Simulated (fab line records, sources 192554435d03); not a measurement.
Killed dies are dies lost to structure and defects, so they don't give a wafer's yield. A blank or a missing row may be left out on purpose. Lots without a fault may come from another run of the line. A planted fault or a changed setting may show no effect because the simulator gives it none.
Chamber matching | flow n5_finfet | N5_BEOL_M5_DEP_56 on pecvd-04: 3 sister chambers
The step deposits SiCN from 3MS/NH3, target thk 8 nm, time 14 s. 3 wafers are shown with their chamber, then 9 later ones without.

WAFERS WITH THEIR CHAMBER
wafer  | chamber | showerhead_plenum_p_Torr (Torr)
L084.1 | 2       | 3.649
L084.2 | 0       | 3.675
L084.3 | 1       | 3.645

WAFERS WITHOUT THEIR CHAMBER
wafer  | showerhead_plenum_p_Torr (Torr)
L087.3 | 3.663
L087.4 | 3.652
L087.5 | 3.670
L094.1 | 3.649
L094.2 | 3.646
L094.5 | 3.640
L093.3 | 3.652
L093.4 | 3.675
L093.5 | 3.652

WHICH CHAMBER EACH WENT THROUGH
wafer  | from the rows above          | in truth
L087.3 | can't be placed: 0 or 2 or 1 | 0
L087.4 | can't be placed: 2 or 1      | 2
L087.5 | 0                            | 0
L094.1 | can't be placed: 2 or 1      | 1
L094.2 | can't be placed: 1 or 2      | 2
L094.5 | can't be placed: 1 or 2      | 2
L093.3 | can't be placed: 2 or 1      | 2
L093.4 | 0                            | 0
L093.5 | can't be placed: 2 or 1      | 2
Placed correctly: 2 of 9. Can't be placed from these rows: 7 (the true chamber is among the candidates in 7). Placed wrongly: 0.
How it was worked out, from the rows above alone: a wafer's distance from a chamber is the root of the sum, over the readings, of the square of ((its reading less the chamber's mean) divided by the reading's scatter). The wafer belongs to the nearest chamber; if the next one is less than 2 further off, it can't be placed. A chamber's mean is the mean of its shown wafers. The scatter: with one shown wafer a chamber, the root of the mean of the squares of how far each hidden wafer lies from its nearest shown one.
